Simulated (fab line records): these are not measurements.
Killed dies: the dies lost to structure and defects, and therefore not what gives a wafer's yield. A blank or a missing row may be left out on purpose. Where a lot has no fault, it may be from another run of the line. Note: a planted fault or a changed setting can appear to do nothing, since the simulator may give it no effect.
fab line records    flow n5-finfet
record lots=11  wafers=32  last-day=17
route steps=1938 shown HKMG_FIN@449 GATE_CUT@480 PASSIVATION@1936
lots untouched by any fault: they come from a run of this same line in which no faults occurred
start-h: start of the lot's first displayed wafer, in hours after the record's first day    wait-h: how many hours have passed since the lot's step before this one    " identical to the entry in the row above    L1.1+2: a single row standing in for several wafers    - no value present, or no start provided    * or withheld: withheld    < > ~ a bound
route shown NAME@n: NAME is a module with steps in the file, n the number in the route of the first one    usual: average and standard deviation across the fault-free wafers    same: alike in all rows    chamber/n: place in a boat    sites: the reading at each site    _std_site: how widely they spread, as a standard deviation    _edge_site: mean of outer sites minus mean of inner sites    radius-mm: how far each site lies from the wafer's centre    mask NAME#n: copy n    behind: tool/chamber where the wafer was last shaped    hold: reason for holding the lot/hours on hold/outcome of the hold    device: the transistor (n, p or np) that didn't switch    end of line: the same wafers' tests at the end of the route    step lacking rows: just its recipe    killed: count of dies lost to structure and defects at first sort (not the wafer's yield)    map: a wafer's dies, marking killed ones x, the rest . and places with no die _
set.NAME: the setting as run; set.NAME@STEP: as run at that earlier step    model.NAME: the simulator's own value behind a step, which no gauge read
the route's steps for a sample of lots (tables are steps, rows are wafers)
services: from which hour (start-h, from the record's first day; less than 0 if before it) a tool's chamber was out of use, for how many hours, and why
## steps
# step N5_HKMG_FIN_ALD_71
# recipe material=TiN  target-thk-a=10  temp-c=400  ald-precursor-family=TiCl4  ald-co-reactant=NH3  pulse-time-s=1  purge-time-s=3  co-reactant-purge-time-s=2  co-reactant-pulse-time-s=2  ald-cycles=47  pressure-torr=3
# usual chamber-pressure-Torr=3.000/0.0059  heater-power-outer-w=560/37  heater-power-w=926/69  precursor-pulse-height-rel=0.999/0.019
lot.wafer  tool          chamber  start-h  wait-h  chamber-pressure-Torr  heater-power-outer-w  heater-power-w  precursor-pulse-height-rel
L273.3     ald-metal-01  2        78.01    0.0     3.006                  528                   904             1.005
L273.4     "             0        "        "       3.002                  610                   1017            0.968
L273.5     "             3        "        "       2.994                  566                   882             0.993
L274.2     ald-metal-01  0        81.72    0.0     2.996                  620                   1031            0.976
L274.4     "             1        "        "       2.996                  609                   1050            1.013
L274.6     "             0        "        "       3.000                  614                   1052            1.027
L275.2     ald-metal-02  2        92.10    0.0     3.000                  586                   943             1.005
L275.5     "             1        "        "       2.999                  528                   915             1.016
L275.6     "             2        "        "       3.002                  578                   941             1.020
L276.1     ald-metal-01  2        93.09    0.0     2.998                  533                   927             1.004
L276.2     "             0        "        "       3.000                  616                   1039            0.993
L276.5     "             0        "        "       3.004                  602                   1008            0.976
L277.1     ald-metal-02  0        102.22   0.0     2.999                  535                   872             0.987
L277.2     "             3        "        "       2.993                  556                   873             1.026
L277.6     "             2        "        "       3.008                  568                   924             1.006
L278.4     ald-metal-01  0        106.10   0.0     3.000                  602                   1038            0.986
L278.5     "             0        "        "       2.995                  620                   1042            1.002
L279.1     ald-metal-02  3        111.65   0.0     3.003                  553                   841             1.031
L279.3     "             0        "        "       2.979                  545                   869             0.982
L279.5     "             3        "        "       2.994                  554                   867             1.058
L283.2     ald-metal-02  3        140.67   0.0     3.005                  552                   890             0.974
L283.3     "             1        "        "       3.000                  523                   892             1.008
L283.6     "             3        "        "       2.997                  537                   857             1.000
L287.1     ald-metal-02  0        160.00   0.0     3.000                  519                   872             0.990
L287.3     "             2        "        "       3.003                  597                   963             1.009
L287.6     "             3        "        "       3.003                  553                   872             0.968
L290.4     ald-metal-02  3        179.92   0.0     3.009                  559                   877             1.002
L290.5     "             1        "        "       3.003                  521                   894             1.002
L290.6     "             0        "        "       3.004                  525                   869             0.999
L295.3     ald-metal-02  1        211.92   0.0     2.999                  547                   920             1.032
L295.5     "             0        "        "       2.986                  530                   856             0.982
L295.6     "             3        "        "       2.995                  555                   880             0.998
# step N5_HKMG_FIN_ETCH_67
# recipe chemistry=N2/H2  target=SOC  target-depth-a=3889  stop-on=TiN  ion-energy-ev=100  bias-w=61  pressure-mtorr=30  source-w=850  n2-flow-sccm=200  h2-flow-sccm=200
# usual chamber-pressure-mTorr=30.002/0.026  drypump-motor-current-A=5.3/0.51  h2-flow-sccm=200.0/0.6  n2-flow-sccm=200.0/0.53  oes-product-au=0.74/0.09  rf-vpp-V=240.5/1.4  showerhead-plenum-p-Torr=2.52/0.077  throttle-valve-pct=17.82/0.25
lot.wafer  tool         chamber  start-h  wait-h  chamber-pressure-mTorr  drypump-motor-current-A  h2-flow-sccm  n2-flow-sccm  oes-product-au  rf-hours-counter-h  rf-vpp-V  showerhead-plenum-p-Torr  throttle-valve-pct
L273.3     rie-diel-01  3        78.38    -       29.987                  4.8                      200.2         199.7         0.69            214                 239.8     2.53                      17.71
L273.4     "            1        "        "       30.019                  4.7                      199.2         200.7         0.74            166                 242.1     2.64                      17.87
L273.5     "            2        "        "       30.019                  6.3                      201.3         199.9         0.67            -                   240.2     2.52                      17.96
L274.2     rie-diel-04  2        82.06    -       30.021                  5.3                      199.9         201.1         0.73            154                 239.7     2.46                      17.66
L274.4     "            3        "        "       30.046                  4.9                      199.4         199.5         0.71            163                 241.2     2.63                      17.98
L274.6     "            1        "        "       30.013                  5.4                      200.7         200.7         0.67            -                   239.6     2.41                      17.91
L275.2     rie-diel-01  0        92.49    -       30.008                  4.9                      200.5         199.7         0.68            241                 239.5     2.48                      17.73
L275.5     "            0        "        "       29.983                  4.9                      200.7         199.8         0.68            -                   241.2     2.48                      17.74
L275.6     "            1        "        "       30.017                  4.8                      199.6         199.2         0.75            -                   241.3     2.63                      17.86
L276.1     rie-diel-05  2        93.42    -       29.975                  5.2                      200.3         200.5         0.87            35                  241.6     2.58                      17.23
L276.2     "            0        "        "       29.955                  5.9                      199.0         200.6         0.65            241                 241.3     2.52                      17.84
L276.5     "            3        "        "       29.999                  4.9                      201.3         199.7         0.75            -                   238.8     2.44                      17.84
L277.1     rie-diel-04  2        102.56   -       30.003                  5.3                      199.1         199.8         0.73            161                 239.9     2.46                      17.69
L277.2     "            1        "        "       30.021                  5.4                      200.6         200.4         0.66            227                 239.8     2.40                      17.92
L277.6     "            0        "        "       29.983                  5.4                      200.8         199.9         0.70            -                   239.0     2.52                      18.25
L278.4     rie-diel-01  0        106.52   -       30.013                  4.9                      199.2         199.9         0.67            243                 241.7     2.48                      17.73
L278.5     "            2        "        "       29.993                  6.3                      200.1         200.3         0.67            -                   240.2     2.52                      17.99
L279.1     rie-diel-05  0        111.99   -       30.018                  6.0                      199.9         200.2         0.66            247                 240.0     2.52                      17.84
L279.3     "            3        "        "       29.967                  4.9                      199.9         200.5         0.75            160                 240.9     2.44                      17.83
L279.5     "            0        "        "       30.064                  6.0                      199.8         200.6         0.66            -                   239.3     2.52                      17.83
L283.2     rie-diel-04  2        141.01   -       29.990                  5.3                      199.6         200.2         0.72            176                 239.8     2.45                      17.73
L283.3     "            3        "        "       29.992                  4.8                      201.0         200.2         0.70            185                 243.2     2.62                      18.02
L283.6     "            3        "        "       29.965                  4.8                      199.1         201.4         0.70            -                   243.5     2.62                      18.01
L287.1     rie-diel-01  2        160.34   -       30.020                  6.3                      199.9         201.4         0.66            235                 239.5     2.51                      17.99
L287.3     "            3        "        "       30.009                  4.9                      200.1         200.6         0.66            238                 239.9     2.52                      17.75
L287.6     "            3        "        "       30.007                  4.9                      199.8         200.2         0.67            -                   238.5     2.52                      17.76
L290.4     rie-diel-04  1        180.29   -       29.972                  5.3                      200.3         199.2         0.95            -                   241.7     2.71                      17.62
L290.5     "            3        "        "       29.968                  4.9                      200.5         200.5         0.69            -                   241.9     2.61                      18.06
L290.6     "            2        "        "       30.014                  5.3                      199.8         199.4         0.70            -                   239.3     2.45                      17.75
L295.3     rie-diel-04  0        212.31   -       30.017                  5.5                      200.0         200.9         0.98            3                   241.6     2.50                      17.92
L295.5     "            0        "        "       29.986                  5.5                      199.6         200.0         0.98            -                   239.3     2.50                      17.91
L295.6     "            1        "        "       29.987                  5.4                      200.0         199.3         0.90            -                   242.4     2.71                      17.64
# step N5_GATE_CUT_COAT_27
# recipe resist=underlayer  temp-c=205  time-s=60  spin-rpm=1500  resist-thk-nm=10
# usual dispense-pressure-kPa=53/3.1  spin-speed-rpm=1500.1/1.1
lot.wafer  tool            chamber  start-h  wait-h  dispense-pressure-kPa  spin-speed-rpm
L273.3     litho-track-02  0        83.81    -       53                     1499.7
L273.4     "               0        "        "       53                     1499.2
L273.5     "               0        "        "       53                     1500.9
L274.2     litho-track-01  0        87.56    -       49                     1499.7
L274.4     "               0        "        "       49                     1499.5
L274.6     "               0        "        "       49                     1498.3
L275.2     litho-track-02  0        97.81    -       53                     1501.1
L275.5     "               0        "        "       53                     1501.0
L275.6     "               0        "        "       53                     1501.2
L276.1     litho-track-03  0        99.98    -       56                     1500.0
L276.2     "               0        "        "       56                     1500.6
L276.5     "               0        "        "       56                     1498.4
L277.1     litho-track-03  0        108.03   -       56                     1499.8
L277.2     "               0        "        "       56                     1499.2
L277.6     "               0        "        "       56                     1500.5
L278.4     litho-track-01  0        111.90   -       49                     1498.5
L278.5     "               0        "        "       49                     1499.6
L279.1     litho-track-02  0        117.45   -       53                     1498.6
L279.3     "               0        "        "       53                     1500.7
L279.5     "               0        "        "       53                     1500.2
L283.2     litho-track-02  0        146.50   -       53                     1545.6
L283.3     "               0        "        "       53                     1544.5
L283.6     "               0        "        "       53                     1546.8
L287.1     litho-track-03  0        165.67   -       56                     1500.6
L287.3     "               0        "        "       56                     1499.2
L287.6     "               0        "        "       56                     1500.3
L290.4     litho-track-02  0        185.57   -       53                     1546.6
L290.5     "               0        "        "       53                     1545.2
L290.6     "               0        "        "       53                     1545.1
L295.3     litho-track-03  0        218.27   -       56                     1500.9
L295.5     "               0        "        "       56                     1499.3
L295.6     "               0        "        "       56                     1501.5
# step N5_GATE_CUT_OVL_MEAS_14
# recipe points-per-wafer=522
# usual GATE_CUT_OVL=-0.2/0.7
lot.wafer  tool        chamber  start-h  wait-h  GATE_CUT_OVL[nm]
L273.3     overlay-01  0        84.11    0.0     -0.2
L273.4     "           0        "        "       -0.3
L273.5     "           0        "        "       0.4
L274.2     overlay-01  0        87.99    0.0     -1.5
L274.4     "           0        "        "       -1.9
L274.6     "           0        "        "       -1.4
L275.2     overlay-02  0        98.23    0.0     1.2
L275.5     "           0        "        "       0.4
L275.6     "           0        "        "       0.9
L276.1     overlay-02  0        100.27   0.0     0.4
L276.2     "           0        "        "       -0.6
L276.5     "           0        "        "       0.1
L277.1     overlay-02  0        108.45   0.0     0.8
L277.2     "           0        "        "       -0.6
L277.6     "           0        "        "       0.2
L278.4     overlay-01  0        112.34   0.0     -0.4
L278.5     "           0        "        "       0.4
L279.1     overlay-01  0        117.87   0.0     -1.0
L279.3     "           0        "        "       -0.9
L279.5     "           0        "        "       -1.1
L283.2     overlay-01  0        146.93   0.0     -0.3
L283.3     "           0        "        "       -1.9
L283.6     "           0        "        "       -0.4
L287.1     overlay-02  0        166.10   0.0     0.0
L287.3     "           0        "        "       -0.4
L287.6     "           0        "        "       -0.3
L290.4     overlay-01  0        185.88   0.0     0.2
L290.5     "           0        "        "       0.2
L290.6     "           0        "        "       0.3
L295.3     overlay-01  0        218.57   0.0     -0.5
L295.5     "           0        "        "       -0.8
L295.6     "           0        "        "       -0.6
# step N5_PASSIVATION_PROBE_49
# usual killed_at_M0_to_M3=35/11  killed_at_M4_up=13/5.7  killed-at-contacts=12/5.7  killed-at-front-end=40/11  killed-at-other=4/4.4  killed-dies=105/18  killed-open=68/14  killed-short=34/7.4
# same gross-dies=1180  killed-at-back-side=0
lot.wafer  tool       chamber  start-h  wait-h  killed_at_M0_to_M3  killed_at_M4_up  killed-at-contacts  killed-at-front-end  killed-at-other  killed-dies  killed-open  killed-short
L290.4     prober-02  -        363.79   0.6     39                  6                7                   30                   15               97           51           34
L290.5     prober-02  -        363.84   0.7     30                  4                18                  30                   2                84           55           27
L290.6     prober-02  -        363.89   0.7     49                  11               8                   37                   41               146          57           45
# killed by level:class
L290.4 BEOL_M0_SAQP:geometric-particle:short=9 BEOL_M0_SAQP:geometric-particle:open=9 BEOL_M1:geometric-particle:open=7 MOL_CONTACT_COAG:geometric-particle:open=6 BEOL_M2:geometric-particle:open=6 FIN_SAQP:geometric-particle:short=5 MIM_TOP_ETCH:area-etch=5 HKMG_FIN:area-etch=5
L290.5 MOL_CONTACT_COAG:geometric-particle:open=15 DUMMY_GATE:geometric-particle:open=8 BEOL_M0_SAQP:geometric-particle:open=7 BEOL_M0_SAQP:geometric-particle:short=6 BEOL_M1:geometric-particle:open=6 GATE_CUT:geometric-particle:short=5 STI_FIN_REVEAL:geometric-particle:open=4 BEOL_M1:geometric-particle:short=4
L290.6 PASSIVATION:area-etch=32 BEOL_M0_SAQP:geometric-particle:short=19 BEOL_M0_SAQP:geometric-particle:open=16 BEOL_M2:geometric-particle:open=7 MOL_CONTACT_COAG:geometric-particle:open=7 HKMG_FIN:area-etch=5 STI_FIN_REVEAL:geometric-particle:open=4 STARTING-WAFER:geometric-particle:short=4
## services
tool          chamber  start-h  hours  kind
rie-diel-05   -        71.46    0.8    repair
rie-diel-01   -        102.19   4.3    pm
rie-diel-01   2        107.31   5.2    repair
rie-diel-01   -        114.81   14.6   pm
rie-diel-05   2        120.99   4.6    repair
ald-metal-02  2        126.78   24.6   repair
rie-diel-01   0        141.86   -      clean
rie-diel-01   0        141.86   -      consumable-replace:focus-ring
rie-diel-01   0        141.86   13.6   scheduled-down
rie-diel-01   0        141.86   13.6   vent-cycle
rie-diel-04   1        152.74   6.5    repair
rie-diel-04   1        165.36   -      clean
rie-diel-04   1        165.36   -      consumable-replace:focus-ring
rie-diel-04   1        165.36   -      consumable-replace:showerhead
rie-diel-04   1        165.36   12.3   scheduled-down
rie-diel-04   1        165.36   12.3   vent-cycle
rie-diel-04   0        177.71   -      clean
rie-diel-04   0        177.71   -      consumable-replace:focus-ring
rie-diel-04   0        177.71   25.2   scheduled-down
rie-diel-04   0        177.71   25.2   vent-cycle
ald-metal-02  0        184.69   15.6   repair
rie-diel-01   3        197.18   -      clean
rie-diel-01   3        197.18   -      consumable-replace:focus-ring
ald-metal-01  1        206.53   35.8   repair
## key
first-sign step=N5_GATE_CUT_COAT_27  reading=spin-speed-rpm  direction=up  sigmas=40  usual=*  struck=*
effect none on later readings
met-at N5_GATE_CUT_COAT_27
struck-lots L283,L290
tester-left-out L283,L290
baseline-loss step=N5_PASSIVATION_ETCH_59  wafers=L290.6
not-acting-at N5_HKMG_FIN_ALD_71,N5_HKMG_FIN_ETCH_67,N5_GATE_CUT_OVL_MEAS_14
onset-between 117.45 146.50
fault kind=process-parameter-drift  tool=litho-track-02  chamber=-  onset-h=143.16  steps=N5_GATE_CUT_COAT_27  channel=spin-rpm  offset=*  shape=step  end-h=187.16  acts-in=*  stated=*
# tester-left-out: of these lots the tester's yield and bins aren't shown, on N5 and GAA mostly nor the transistor test; their killed dies are dies lost to structure and defects alone, not to doping, threshold or leakage, so they don't give the yield
# baseline-loss: these wafers lose ten dies or more at that step, a loss of the line's own and not of a fault; the sort's usual values leave them out
